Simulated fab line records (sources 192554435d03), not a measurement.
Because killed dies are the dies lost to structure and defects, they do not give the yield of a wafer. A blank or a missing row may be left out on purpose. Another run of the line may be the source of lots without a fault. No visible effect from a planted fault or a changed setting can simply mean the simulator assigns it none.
Problem report in the 8D (eight disciplines) form, filled by code    flow n5_finfet    the parts of the form that need people (team, actions taken, sign-off) are left out

## 1. PROBLEM STATEMENT
Wafers without a fault read 64 s with a standard deviation of 3.4, while time_to_endpoint_s at N5_BEOL_M9_CMP_52 averages 44 s across 2 wafers of 1 lot. That puts it -6.0 standard deviations away from the usual mean.
The step: polishes, stops on SiCOH lowk, t overpolish 7 s, target thk 140 nm.
The first sign was on wafer L343.2 at day 14 04:50, on cmp-03. The record holds 36 wafers of 12 lots with a number at this step. By rule, "out" or "out of limits" means more than 4 standard deviations away from the usual mean. The rest of the wafers with a number are treated as sound.

## 2. WHAT IT IS; WHAT IT IS NOT
question                     is                  is not
which readings at this step  time_to_endpoint_s  motor_current_A
which lots                   L343                L333, L334, L335, L336, L339, L340, L341, L342, L353, L355, L356
which wafers of those lots   L343.2, L343.4      L343.5
read on which tools          cmp-03              cmp-01, cmp-02
when                         from day 14 04:50   up to then (25 sound wafers); but 9 sound wafers of L353, L355, L356 came after

## 3. SUSPECTS, AND WHAT RULES EACH OUT
Counting: a tool at a process step up to the reading stays a suspect if it ran every lot that is out. Sound lots after the first of them don't rule it out here, since some wafers of a struck lot are sound.
- pvd_sputter-03 at N5_BEOL_M9_PRE_CLEAN_45 (time 30 s): kept. It processed L343, the lot that is out, at day 14 03:44, and its most recent sound lot before then was L333 at day 11 17:06.
- pvd_sputter-03 at N5_BEOL_M9_SPUTTER_48 (material Cu, target thk 12 nm, time 2 s): kept. It processed L343, the lot that is out, at day 14 04:17, and its most recent sound lot before then was L339 at day 13 03:09.
- ecd_cu-01 at N5_BEOL_M9_ECD_50 (material Cu, target thk 318 nm): kept. It processed L343, the lot that is out, at day 14 04:23, and its most recent sound lot before then was L342 at day 13 15:41.
- cmp-03 at N5_BEOL_M9_CMP_52 (polishes, stops on SiCOH lowk, t overpolish 7 s, target thk 140 nm): kept. It processed L343, the lot that is out, at day 14 04:50, and its most recent sound lot before then was L341 at day 13 06:49. On those wafers its own readings are out: time_to_endpoint_s.
- Within cmp-03 at N5_BEOL_M9_CMP_52: the wafers that are out ran in chambers 2, 3; their sound lot-mates ran in chamber 1.
Left after counting: pvd_sputter-03 at N5_BEOL_M9_PRE_CLEAN_45, pvd_sputter-03 at N5_BEOL_M9_SPUTTER_48, ecd_cu-01 at N5_BEOL_M9_ECD_50, cmp-03 at N5_BEOL_M9_CMP_52.

## 4. THE CAUSE (what the simulator had put in)
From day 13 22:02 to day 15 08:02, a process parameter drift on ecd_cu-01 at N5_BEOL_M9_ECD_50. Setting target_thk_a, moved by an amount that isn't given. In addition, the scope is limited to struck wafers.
This tool is one of the 4 suspects left after counting.

## 5. THE CHAIN OF EFFECTS, in route order
One row per reading whose mean, taken over the struck wafers that have a number, lies over 3 standard deviations from the usual. Only readings for which the record gives a usual standard deviation are gone through. hours: the time from each lot's start at the first step in this table that gives one to its start at this step, as a median over the lots. sigmas: the change in usual standard deviations.
hours  step               reading             usual  on struck wafers  change  sigmas
0      N5_BEOL_M9_CMP_52  time_to_endpoint_s  64 s   44                -20     -6.0
The process steps in it:
- N5_BEOL_M9_CMP_52: polishes, stops on SiCOH lowk, t overpolish 7 s, target thk 140 nm.
Later steps that measure or inspect, where all struck wafers having a row at the step show a number for every such reading and not one has moved that far: N5_BEOL_M9_THK_MEAS_53.

## 6. HOW IT WOULD HAVE BEEN CAUGHT EARLIER
In this record the first reading out of limits was taken at day 14 04:50, 7 hours after the fault began at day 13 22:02.
By day 14 04:50 the whole set of lots that are out, 1 in number, had already begun N5_BEOL_M9_ECD_50 on ecd_cu-01. A hold on the tool at that time would have spared none of them.
